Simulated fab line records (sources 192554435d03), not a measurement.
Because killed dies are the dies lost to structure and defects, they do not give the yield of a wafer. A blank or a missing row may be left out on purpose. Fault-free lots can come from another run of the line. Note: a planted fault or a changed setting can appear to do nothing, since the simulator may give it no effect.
fab line records + flow n5-finfet
[record]
- lots = 4
- wafers = 12
- last-day = 17
route steps=1938 shown BEOL_M4@1099 BEOL_M5@1112 BEOL_M15@1822 PASSIVATION@1936
lots untouched by any fault: they come from a run of this same line in which no faults occurred
start-h: hours from the record's first day to the start of the lot's first wafer shown + wait-h: how many hours have passed since the lot's step before this one + " as in the row above + L1.1+2: one row covering several wafers at once + - value missing, or start not given + * or withheld: withheld + < > ~ a bound
route shown NAME@n: names a module that has steps shown in the file, with the first one's number in the route + usual: mean and standard deviation over wafers with no fault + same: alike in all rows + chamber/n: place in a boat + sites: per-site readings + _std_site: the values' standard deviation + _edge_site: mean of outer sites minus mean of inner sites + radius-mm: for every site, how far away it sits from the centre of the wafer + mask NAME#n: copy n + behind: the tool/chamber that last shaped the wafer + hold: the reason the lot was held/the length of the hold in hours/how it ended + device: transistor that didn't switch, given as n, p or np + end of line: the same wafers' tests at the end of the route + a step with no rows: only its recipe + killed: dies that structure and defects cost at the first sort, which is not the same as the wafer's yield + map: the dies of a wafer, with x for killed, . for not killed, _ for no die there
set.NAME: the setting the step ran with; set.NAME@STEP: the setting that earlier step ran with + model.NAME: the simulator's own value behind a step, which no gauge read
certain route steps with their lots: each step a table, each wafer a row
services: from which hour (start-h, from the record's first day; less than 0 if before it) a tool's chamber was out of use, for how many hours, and why
[[steps]]
[step N5_BEOL_M4_ANNEAL_95]
[recipe]
- temp-c = 400
- time-s = 240
- ambient = vacuum
[step N5_BEOL_M4_SPUTTER_96]
[recipe]
- material = Cu
- target-thk-a = 45
- temp-c = -20
- chamber-pressure-pa = 0.07
- power-w = withheld
- time-s = 8.29
[step N5_BEOL_M4_ECD_50]
[recipe]
- material = Cu
- target-thk-a = 3000
[step N5_BEOL_M4_ANNEAL_51]
[recipe]
- temp-c = 225
- time-s = 90
- ambient = N2
[step N5_BEOL_M4_CMP_52]
[recipe]
- stop-on = SiOC
- t-overpolish-s = 6.8
- down-force-psi = 1
- platen-rpm = 50
- clearing-platen-down-force-psi = 1.5
- clearing-platen-rpm = 50
- post-cmp-clean = cu-alkaline
- target-thk-nm = 40
- clearing-platen-pad-velocity-m-s = 0.99484
- pad-velocity-m-s = 0.99484
[step N5_BEOL_M4_PRE_CLEAN_60]
[recipe]
- gas = NH3/H2
- time-s = 15
- temp-c = *
- rf-power-w = 300
[step N5_BEOL_M4_CO_CAP_55]
[recipe]
- material = Co
- target-thk-a = 20
- temp-c = 200
- precursor = CCTBA/H2
- pressure-torr = 30
- time-s = 102.1
[step N5_BEOL_M4_PRE_CLEAN_56]
[recipe]
- gas = NH3
- time-s = 15
- temp-c = withheld
- rf-power-w = 300
[step N5_BEOL_M4_DEP_57]
[recipe]
- material = SiCN
- target-thk-a = 80
- temp-c = withheld
- precursor = 3MS/NH3
- pressure-torr = 3
- rf-w = 202
- time-s = 14
[step N5_BEOL_M4_RC_MEAS_101]
[usual]
- DIBL_N = 36.4/1.5
- DIBL_P = 36.6/1.9
- IOFF_N = 0.155/0.021
- IOFF_P = 0.211/0.028
- ION_N = 671/8.6
- ION_P = 462/5.8
- SS_N = 71.5/0.5
- SS_P = 73.4/0.58
- VT_N = 250.1/2.4
- VT_P = -250.1/3
| lot.wafer | tool      | chamber | start-h | wait-h | DIBL_N[mV/V] | DIBL_P[mV/V] | IOFF_N[nA/um] | IOFF_P[nA/um] | ION_N[uA/um] | ION_P[uA/um] | SS_N[mV/dec] | SS_P[mV/dec] | VT_N[mV] | VT_P[mV] |
|-----------|-----------|---------|---------|--------|--------------|--------------|---------------|---------------|--------------|--------------|--------------|--------------|----------|----------|
| L907.1    | prober-02 | 0       | 236.97  | 0.0    | 35.7         | 34.6         | 0.131         | 0.167         | 664          | 459          | 71.4         | 73.1         | 253.5    | -252.8   |
| L907.2    | "         | 0       | "       | "      | 38.2         | 37.7         | 0.178         | 0.220         | 679          | 461          | 72.4         | 74.3         | 251.5    | -250.0   |
| L907.6    | "         | 0       | "       | "      | 37.7         | 38.0         | 0.165         | 0.213         | 689          | 466          | 72.0         | 73.8         | 251.8    | -250.6   |
| L913.2    | prober-01 | 0       | 268.82  | 0.2    | 39.5         | 40.0         | 0.203         | 0.260         | 674          | 463          | 72.3         | 74.1         | 247.5    | -249.3   |
| L913.3    | "         | 0       | "       | "      | 39.6         | 40.0         | 0.206         | 0.262         | 677          | 464          | 72.4         | 73.9         | 245.3    | -248.5   |
| L913.4    | "         | 0       | "       | "      | 39.0         | 38.8         | 0.194         | 0.248         | 670          | 463          | 72.1         | 73.7         | 247.8    | -249.0   |
| L912.2    | prober-01 | 0       | 273.91  | 0.2    | 37.2         | 36.7         | 0.153         | 0.222         | 671          | 460          | 72.1         | 73.7         | 250.6    | -249.2   |
| L912.4    | "         | 0       | "       | "      | 35.3         | 34.4         | 0.115         | 0.187         | 653          | 455          | 71.2         | 72.6         | 255.9    | -250.6   |
| L912.6    | "         | 0       | "       | "      | 38.0         | 37.9         | 0.162         | 0.244         | 662          | 460          | 72.1         | 73.5         | 250.1    | -247.3   |
| L918.1    | prober-01 | 0       | 297.26  | 0.0    | 35.2         | 35.6         | 0.151         | 0.193         | 671          | 461          | 72.0         | 72.9         | 250.0    | -251.9   |
| L918.3    | "         | 0       | "       | "      | 34.2         | 34.3         | 0.145         | 0.181         | 672          | 460          | 71.6         | 72.7         | 252.7    | -252.8   |
| L918.5    | "         | 0       | "       | "      | 33.5         | 33.9         | 0.131         | 0.171         | 664          | 457          | 71.2         | 72.7         | 252.5    | -252.1   |
[step N5_BEOL_M5_ILD_DEP_00]
[recipe]
- material = SiCOH_lowk
- target-thk-a = 1406.4
- temp-c = 300
- precursor = DEMS/porogen
- pressure-torr = 5
- rf-w = 500
- time-s = 25.9
[step N5_BEOL_M5_CURE_79]
[recipe]
- temp-c = 385
- time-s = 240
- ambient = He/Ar
- material = SiCOH_lowk
[step N5_BEOL_M5_PECVD_70]
[recipe]
- material = SiO2
- target-thk-a = 160
- temp-c = 400
- precursor = TEOS/O2
- pressure-torr = 5.5
- rf-w = 450
- teos-flow-sccm = 53.8
- gas = O2
- flow-sccm = 3000
- time-s = 18
[step N5_BEOL_M5_HM_DEP_02]
[recipe]
- material = TiN
- target-thk-a = 200
- temp-c = 25
- chamber-pressure-pa = 0.49996
[step N5_BEOL_M5_COAT_59]
[recipe]
- resist = SOC
- temp-c = 250
- time-s = 60
- spin-rpm = 1500
- resist-thk-nm = 60
[step N5_BEOL_M5_COAT_60]
[recipe]
- resist = SiARC
- temp-c = 220
- time-s = 60
- spin-rpm = 1500
- resist-thk-nm = 12
[step N5_BEOL_M5_COAT_71]
[recipe]
- resist = underlayer
- temp-c = 205
- time-s = 60
- spin-rpm = 1500
- resist-thk-nm = 5
[step N5_BEOL_M5_COAT_05]
[recipe]
- resist = CAR-EUV
- spin-rpm = 1500
- resist-thk-nm = 30
[step N5_BEOL_M5_EBR_07]
[recipe]
- solvent = PGMEA
- ebr-width-mm = 1.5
[step N5_BEOL_M5_SOFTBAKE_06]
[recipe]
- temp-c = 110
- time-s = 60
- resist = CAR-EUV
[step N5_BEOL_M5_EXPOSE_08]
[recipe]
- mask-id = M5
- na = 0.33
- source-shape = annular
- sigma-inner = 0.4
- sigma-outer = 0.8
- polarization = unpolarized
- target-cd-nm = 28
- dose-mj = 35.75
[step N5_BEOL_M5_PEB_09]
[recipe]
- peb-temp-c = 100
- peb-time-s = 60
- resist = CAR-EUV
[step N5_BEOL_M5_DEVELOP_10]
[recipe]
- develop-time-s = 30
- developer = TMAH
- resist = CAR-EUV
- rinse-liquid = surfactant-rinse
- dry = air-spin
- dev-temp-c = 23
[step N5_BEOL_M5_DESCUM_16]
[recipe]
- chemistry = O2
- time-s = 7
- source-power-w = 50
- bias-power-w = 20
- pressure-mtorr = 20
- rf-frequency-hz = 2.712e+07
- temp-c = 40
- resist = CAR-EUV
- o2-flow-sccm = 225
[step N5_BEOL_M5_ETCH_72]
[recipe]
- chemistry = N2/H2
- target = underlayer
- target-depth-a = 65
- mask-material = CAR-EUV
- time-s = 5.2
- ion-energy-ev = 200
- pressure-mtorr = 30
- source-w = 840
- bias-w = 150
- n2-flow-sccm = 200
- h2-flow-sccm = 200
- ends = cleared
[step N5_BEOL_M5_ETCH_61]
[recipe]
- chemistry = CF4
- target = SiARC
- target-depth-a = 156
- mask-material = CAR-EUV
- time-s = 26
- ion-energy-ev = 80
- pressure-mtorr = 40
- source-w = 545
- bias-w = 36
- Ar_flow_sccm = 100
- cf4-flow-sccm = 100
- ends = cleared
[step N5_BEOL_M5_ETCH_62]
[recipe]
- chemistry = N2/H2
- target = SOC
- target-depth-a = 750
- overetch-a = 150
- mask-material = SiARC
- temp-c = 40
- time-s = 112.5
- ion-energy-ev = 200
- pressure-mtorr = 30
- source-w = 840
- bias-w = 150
- n2-flow-sccm = 200
- h2-flow-sccm = 200
[step N5_BEOL_M5_STRIP_63]
[recipe]
- chemistry = N2/H2
- temp-c = 40
- n2-flow-sccm = 200
- h2-flow-sccm = 200
- rf-frequency-hz = 6e+07
[step N5_BEOL_M5_STRIP_73]
[recipe]
- chemistry = N2/H2
- temp-c = 40
- n2-flow-sccm = 200
- h2-flow-sccm = 200
- rf-frequency-hz = 6e+07
[step N5_BEOL_M5_STRIP_64]
[recipe]
- chemistry = CF4
- resist = SiARC
- power-w = 300
- bias-power-w = 75
- pressure-mtorr = 50
- cf4-flow-sccm = 150
- rf-frequency-hz = 6e+07
[step N5_BEOL_M5_HM_OPEN_17]
[recipe]
- chemistry = Cl2/BCl3
- target-depth-a = 200
- overetch-a = 60
- target = TiN
- mask-material = SOC
- ion-energy-ev = 150
- pressure-mtorr = 10
- icp-w = 1000
- bias-w = 126
- Cl2_flow_sccm = 53.25
- bcl3-flow-sccm = 21.75
- Ar_flow_sccm = 25
[step N5_BEOL_M5_STRIP_19]
[recipe]
- chemistry = O2
- power-w = 400
- temp-c = 40
- pressure-mtorr = 30
- rf-frequency-hz = 6e+07
- bias-power-w = 0
- overash-fraction = 0.2
- o2-flow-sccm = 225
[step N5_BEOL_M5_COAT_65]
[recipe]
- resist = SOC
- temp-c = 250
- time-s = 60
- spin-rpm = 1500
- resist-thk-nm = 60
[step N5_BEOL_M5_COAT_66]
[recipe]
- resist = SiARC
- temp-c = 220
- time-s = 60
- spin-rpm = 1500
- resist-thk-nm = 12
[step N5_BEOL_M15_ECD_47]
[recipe]
- material = Cu
- target-thk-a = 18600
| lot.wafer  | tool      | chamber | start-h | wait-h |
|------------|-----------|---------|---------|--------|
| L907.1+2+6 | ecd-cu-01 | 1,0,0   | 322.66  | 0.1    |
| L912.2+4+6 | ecd-cu-01 | 1,0,1   | 359.64  | 0.1    |
| L913.2+3+4 | ecd-cu-01 | 0,0,1   | 360.57  | 0.1    |
| L918.1+3+5 | ecd-cu-02 | 1,0,1   | 384.63  | 0.1    |
[step N5_BEOL_M15_THK_MEAS_50]
[recipe]
- thk-meas-gauge = xrf
- reads = Cu_of_BEOL_M15_ECD_47
[usual]
- M15_THK = 875/15
| lot.wafer | tool          | chamber | start-h | wait-h | M15_THK[nm] |
|-----------|---------------|---------|---------|--------|-------------|
| L907.1    | film-metro-02 | -       | 323.52  | -      | 874         |
| L907.2    | "             | -       | "       | "      | 872         |
| L907.6    | "             | -       | "       | "      | 860         |
| L912.2    | film-metro-02 | -       | 360.69  | -      | -           |
| L912.4    | "             | -       | "       | "      | -           |
| L912.6    | "             | -       | "       | "      | -           |
| L913.2    | film-metro-01 | -       | 361.41  | -      | -           |
| L913.3    | "             | -       | "       | "      | -           |
| L913.4    | "             | -       | "       | "      | -           |
| L918.1    | film-metro-01 | -       | 386.05  | -      | 894         |
| L918.3    | "             | -       | "       | "      | 885         |
| L918.5    | "             | -       | "       | "      | 885         |
[step N5_BEOL_M15_RS_MEAS_54]
[recipe]
- thk-meas-gauge = four-point-probe
- reads = Cu_of_BEOL_M15_ECD_47+Ta_of_BEOL_M15_SPUTTER_44+TaN_of_BEOL_M15_SPUTTER_43
[usual]
- M15_RS = 0.0216/0.00035
| lot.wafer | tool          | chamber | start-h | wait-h | M15_RS[ohm/sq] |
|-----------|---------------|---------|---------|--------|----------------|
| L907.1    | film-metro-02 | -       | 323.65  | 0.0    | 0.0215         |
| L907.2    | "             | -       | "       | "      | 0.0215         |
| L907.6    | "             | -       | "       | "      | 0.0218         |
| L912.2    | film-metro-02 | -       | 360.84  | 0.1    | 33.087         |
| L912.4    | "             | -       | "       | "      | 32.374         |
| L912.6    | "             | -       | "       | "      | 33.545         |
| L913.2    | film-metro-02 | -       | 361.54  | 0.1    | 32.914         |
| L913.3    | "             | -       | "       | "      | 32.305         |
| L913.4    | "             | -       | "       | "      | 32.335         |
| L918.1    | film-metro-01 | -       | 386.18  | 0.0    | 0.0214         |
| L918.3    | "             | -       | "       | "      | 0.0217         |
| L918.5    | "             | -       | "       | "      | 0.0215         |
[step N5_PASSIVATION_PROBE_49]
[usual]
- defect-limited-yield = 91.5/1.4
- killed_at_M0_to_M3 = 33/10
- killed_at_M4_up = 13/5
- killed-at-contacts = 13/5.6
- killed-at-front-end = 38/12
- killed-at-other = 3.9/2.7
- killed-dies = 100/16
- killed-on-rim = 13/4
- killed-open = 66/13
- killed-short = 32/7.2
- sort_bin_5_function = 5.0/0.97
- sort_bin_6_memory = 3.2/0.61
- sort-n-pass = 1080/16
- sort-yield-pct = 91.5/1.4
[same]
- gross-dies = 1180
- killed-at-back-side = 0
- sort_bin_4_leakage[%] = 0
- sort_bin_8_speed[%] = 0
| lot.wafer | tool      | chamber | start-h | wait-h | defect-limited-yield[%] | killed_at_M0_to_M3 | killed_at_M4_up | killed-at-contacts | killed-at-front-end | killed-at-other | killed-dies | killed-on-rim | killed-open | killed-short | sort_bin_5_function[%] | sort_bin_6_memory[%] | sort-n-pass | sort-yield-pct[%] |
|-----------|-----------|---------|---------|--------|-------------------------|--------------------|-----------------|--------------------|---------------------|-----------------|-------------|---------------|-------------|--------------|------------------------|----------------------|-------------|-------------------|
| L912.2    | prober-02 | -       | 377.98  | 0.1    | 0                       | 45                 | 1059            | 13                 | 56                  | 7               | 1180        | 152           | 75          | 48           | 95.1                   | 4.6                  | 0           | 0                 |
| L912.4    | prober-02 | -       | 378.08  | 0.2    | 0                       | 25                 | 1086            | 10                 | 55                  | 4               | 1180        | 152           | 59          | 49           | 96.6                   | 3.1                  | 0           | 0                 |
| L912.6    | prober-02 | -       | 378.18  | 0.3    | 0                       | 35                 | 1094            | 12                 | 32                  | 7               | 1180        | 152           | 57          | 34           | 96.4                   | 3.1                  | 0           | 0                 |
| L913.2    | prober-01 | -       | 379.35  | 0.1    | 0                       | 37                 | 1100            | 11                 | 18                  | 14              | 1180        | 152           | 61          | 30           | 96.9                   | 3.0                  | 0           | 0                 |
| L913.3    | prober-01 | -       | 379.40  | 0.1    | 0                       | 42                 | 1090            | 14                 | 28                  | 6               | 1180        | 152           | 76          | 28           | 96.7                   | 3.0                  | 0           | 0                 |
| L913.4    | prober-01 | -       | 379.45  | 0.2    | 0                       | 43                 | 1098            | 12                 | 15                  | 12              | 1180        | 152           | 64          | 31           | 95.8                   | 3.4                  | 0           | 0                 |
| L918.1    | prober-01 | -       | 400.67  | 0.0    | 91.6                    | 31                 | 10              | 19                 | 37                  | 2               | 99          | 14            | 62          | 36           | 4.6                    | 3.4                  | 1081        | 91.6              |
| L918.3    | prober-01 | -       | 400.77  | 0.1    | 89.1                    | 40                 | 24              | 17                 | 46                  | 2               | 129         | 23            | 88          | 36           | 5.8                    | 4.2                  | 1051        | 89.1              |
| L918.5    | prober-01 | -       | 400.87  | 0.2    | 90.1                    | 38                 | 10              | 16                 | 49                  | 4               | 117         | 13            | 84          | 33           | 6.0                    | 3.6                  | 1063        | 90.1              |
// killed by level:class
L912.2 BEOL_M15:area-ecd=1054 BEOL_M0_SAQP:geometric-particle:open=19 BEOL_M0_SAQP:geometric-particle:short=14 FIN_SAQP:geometric-particle:open=12 MOL_CONTACT_COAG:geometric-particle:open=11 STI_FIN_REVEAL:geometric-particle:open=10 FIN_SAQP:geometric-particle:short=6 DUMMY_GATE:geometric-particle:open=5
L912.4 BEOL_M15:area-ecd=1071 FIN_SAQP:geometric-particle:open=13 FIN_SAQP:geometric-particle:short=8 BEOL_M0_SAQP:geometric-particle:short=8 DUMMY_GATE:geometric-particle:open=7 GATE_CUT:geometric-particle:short=6 BEOL_M0_SAQP:geometric-particle:open=6 MOL_CONTACT_COAG:geometric-particle:open=6
L912.6 BEOL_M15:area-ecd=1086 BEOL_M0_SAQP:geometric-particle:short=14 DUMMY_GATE:geometric-particle:open=10 MOL_CONTACT_COAG:geometric-particle:open=8 BEOL_M0_SAQP:geometric-particle:open=7 FIN_SAQP:geometric-particle:open=5 FIN_CUT:geometric-particle:open=5 BEOL_M2:geometric-particle:open=5
L913.2 BEOL_M15:area-ecd=1088 BEOL_M1:geometric-particle:open=10 MOL_CONTACT_COAG:geometric-particle:open=8 BEOL_M0_SAQP:geometric-particle:open=8 FIN_SAQP:geometric-particle:open=7 BEOL_M3:geometric-particle:open=5 MIM_TOP_ETCH:geometric-particle:short=5 MIM_TOP_ETCH:geometric-particle:open=5
L913.3 BEOL_M15:area-ecd=1069 BEOL_M1:geometric-particle:open=15 MOL_CONTACT_COAG:geometric-particle:open=12 FIN_SAQP:geometric-particle:open=6 BEOL_M0_SAQP:geometric-particle:open=6 BEOL_M0_SAQP:geometric-particle:short=6 BEOL_M12:coat-microbubble-printed=5 STARTING-WAFER:geometric-particle:open=4
L913.4 BEOL_M15:area-ecd=1081 MOL_CONTACT_COAG:geometric-particle:open=11 BEOL_M0_SAQP:geometric-particle:short=11 BEOL_M1:geometric-particle:open=9 BEOL_M3:geometric-particle:open=8 BEOL_M0_SAQP:geometric-particle:open=7 BEOL_M4:geometric-particle:open=5 BEOL_M8:geometric-particle:open=4
L918.1 MOL_CONTACT_COAG:geometric-particle:open=17 FIN_SAQP:geometric-particle:short=11 BEOL_M0_SAQP:geometric-particle:open=11 BEOL_M3:geometric-particle:open=7 GATE_CUT:geometric-particle:short=6 STI_FIN_REVEAL:geometric-particle:open=5 FIN_SAQP:geometric-particle:open=4 BEOL_M1:geometric-particle:open=4
L918.3 MOL_CONTACT_COAG:geometric-particle:open=15 BEOL_M4:geometric-particle:open=15 FIN_SAQP:geometric-particle:open=13 BEOL_M3:geometric-particle:open=12 STI_FIN_REVEAL:geometric-particle:open=8 BEOL_M0_SAQP:geometric-particle:short=7 BEOL_M1:geometric-particle:open=7 BEOL_M0_SAQP:geometric-particle:open=6
L918.5 MOL_CONTACT_COAG:geometric-particle:open=13 FIN_SAQP:geometric-particle:open=12 STI_FIN_REVEAL:geometric-particle:open=10 BEOL_M3:geometric-particle:open=10 BEOL_M0_SAQP:geometric-particle:open=9 FIN_SAQP:geometric-particle:short=8 BEOL_M2:geometric-particle:open=8 DUMMY_GATE:geometric-particle:open=5
// map L912.2 (x killed, . not)
_________________xxxxxxxxxxxx________________
______________xxxxxxxxxxxxxxxxxx_____________
___________xxxxxxxxxxxxxxxxxxxxxxxx__________
__________xxxxxxxxxxxxxxxxxxxxxxxxxx_________
________xxxxxxxxxxxxxxxxxxxxxxxxxxxxxx_______
_______xxxxxxxxxxxxxxxxxxxxxxxxxxxxxxxx______
______xxxxxxxxxxxxxxxxxxxxxxxxxxxxxxxxxx_____
_____xxxxxxxxxxxxxxxxxxxxxxxxxxxxxxxxxxxx____
____xxxxxxxxxxxxxxxxxxxxxxxxxxxxxxxxxxxxxx___
___xxxxxxxxxxxxxxxxxxxxxxxxxxxxxxxxxxxxxxxx__
___xxxxxxxxxxxxxxxxxxxxxxxxxxxxxxxxxxxxxxxx__
__xxxxxxxxxxxxxxxxxxxxxxxxxxxxxxxxxxxxxxxxxx_
__xxxxxxxxxxxxxxxxxxxxxxxxxxxxxxxxxxxxxxxxxx_
_xxxxxxxxxxxxxxxxxxxxxxxxxxxxxxxxxxxxxxxxxxxx
_xxxxxxxxxxxxxxxxxxxxxxxxxxxxxxxxxxxxxxxxxxxx
_xxxxxxxxxxxxxxxxxxxxxxxxxxxxxxxxxxxxxxxxxxxx
_xxxxxxxxxxxxxxxxxxxxxxxxxxxxxxxxxxxxxxxxxxxx
_xxxxxxxxxxxxxxxxxxxxxxxxxxxxxxxxxxxxxxxxxxxx
_xxxxxxxxxxxxxxxxxxxxxxxxxxxxxxxxxxxxxxxxxxxx
_xxxxxxxxxxxxxxxxxxxxxxxxxxxxxxxxxxxxxxxxxxxx
_xxxxxxxxxxxxxxxxxxxxxxxxxxxxxxxxxxxxxxxxxxxx
__xxxxxxxxxxxxxxxxxxxxxxxxxxxxxxxxxxxxxxxxxx_
__xxxxxxxxxxxxxxxxxxxxxxxxxxxxxxxxxxxxxxxxxx_
___xxxxxxxxxxxxxxxxxxxxxxxxxxxxxxxxxxxxxxxx__
___xxxxxxxxxxxxxxxxxxxxxxxxxxxxxxxxxxxxxxxx__
____xxxxxxxxxxxxxxxxxxxxxxxxxxxxxxxxxxxxxx___
_____xxxxxxxxxxxxxxxxxxxxxxxxxxxxxxxxxxxx____
______xxxxxxxxxxxxxxxxxxxxxxxxxxxxxxxxxx_____
_______xxxxxxxxxxxxxxxxxxxxxxxxxxxxxxxx______
________xxxxxxxxxxxxxxxxxxxxxxxxxxxxxx_______
__________xxxxxxxxxxxxxxxxxxxxxxxxxx_________
___________xxxxxxxxxxxxxxxxxxxxxxxx__________
______________xxxxxxxxxxxxxxxxxx_____________
_________________xxxxxxxxxxxx________________
// map L913.2 (x killed, . not)
_________________xxxxxxxxxxxx________________
______________xxxxxxxxxxxxxxxxxx_____________
___________xxxxxxxxxxxxxxxxxxxxxxxx__________
__________xxxxxxxxxxxxxxxxxxxxxxxxxx_________
________xxxxxxxxxxxxxxxxxxxxxxxxxxxxxx_______
_______xxxxxxxxxxxxxxxxxxxxxxxxxxxxxxxx______
______xxxxxxxxxxxxxxxxxxxxxxxxxxxxxxxxxx_____
_____xxxxxxxxxxxxxxxxxxxxxxxxxxxxxxxxxxxx____
____xxxxxxxxxxxxxxxxxxxxxxxxxxxxxxxxxxxxxx___
___xxxxxxxxxxxxxxxxxxxxxxxxxxxxxxxxxxxxxxxx__
___xxxxxxxxxxxxxxxxxxxxxxxxxxxxxxxxxxxxxxxx__
__xxxxxxxxxxxxxxxxxxxxxxxxxxxxxxxxxxxxxxxxxx_
__xxxxxxxxxxxxxxxxxxxxxxxxxxxxxxxxxxxxxxxxxx_
_xxxxxxxxxxxxxxxxxxxxxxxxxxxxxxxxxxxxxxxxxxxx
_xxxxxxxxxxxxxxxxxxxxxxxxxxxxxxxxxxxxxxxxxxxx
_xxxxxxxxxxxxxxxxxxxxxxxxxxxxxxxxxxxxxxxxxxxx
_xxxxxxxxxxxxxxxxxxxxxxxxxxxxxxxxxxxxxxxxxxxx
_xxxxxxxxxxxxxxxxxxxxxxxxxxxxxxxxxxxxxxxxxxxx
_xxxxxxxxxxxxxxxxxxxxxxxxxxxxxxxxxxxxxxxxxxxx
_xxxxxxxxxxxxxxxxxxxxxxxxxxxxxxxxxxxxxxxxxxxx
_xxxxxxxxxxxxxxxxxxxxxxxxxxxxxxxxxxxxxxxxxxxx
__xxxxxxxxxxxxxxxxxxxxxxxxxxxxxxxxxxxxxxxxxx_
__xxxxxxxxxxxxxxxxxxxxxxxxxxxxxxxxxxxxxxxxxx_
___xxxxxxxxxxxxxxxxxxxxxxxxxxxxxxxxxxxxxxxx__
___xxxxxxxxxxxxxxxxxxxxxxxxxxxxxxxxxxxxxxxx__
____xxxxxxxxxxxxxxxxxxxxxxxxxxxxxxxxxxxxxx___
_____xxxxxxxxxxxxxxxxxxxxxxxxxxxxxxxxxxxx____
______xxxxxxxxxxxxxxxxxxxxxxxxxxxxxxxxxx_____
_______xxxxxxxxxxxxxxxxxxxxxxxxxxxxxxxx______
________xxxxxxxxxxxxxxxxxxxxxxxxxxxxxx_______
__________xxxxxxxxxxxxxxxxxxxxxxxxxx_________
___________xxxxxxxxxxxxxxxxxxxxxxxx__________
______________xxxxxxxxxxxxxxxxxx_____________
_________________xxxxxxxxxxxx________________
[[services]]
| tool      | chamber | start-h | hours | kind   |
|-----------|---------|---------|-------|--------|
| ecd-cu-02 | -       | 320.61  | 0.3   | repair |
| ecd-cu-02 | -       | 340.02  | 0.6   | repair |
[[key]]
[first-sign]
- step = N5_BEOL_M15_THK_MEAS_50
- reading = M15_THK
- direction = missing
[effect]
- step = N5_BEOL_M15_RS_MEAS_54
- reading = M15_RS
- direction = up
- sigmas = 99+
- usual = 0.0216
- struck = 32.760
[effect]
- step = N5_PASSIVATION_PROBE_49
- reading = killed_at_M4_up
- direction = up
- sigmas = 99+
- usual = 13
- struck = 1088
[more-kills-born-at]
- N5_BEOL_M15_ECD_47@ecd-cu-01 = 6449
met-at N5_BEOL_M15_ECD_47
struck-wafers L912.2,L912.4,L912.6,L913.2,L913.3,L913.4
later-rows-left-out L912.2,L912.4,L912.6,L913.2,L913.3,L913.4
onset-between 322.66 359.64
[fault]
- kind = skipped-step-whole
- tool = ecd-cu-01
- chamber = -
- onset-h = 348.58
- steps = N5_BEOL_M15_ECD_47
- scope = struck-lots-only
// later-rows-left-out: the simulator's readings of these wafers behind a module that went badly wrong aren't trusted and aren't shown, but for the sort
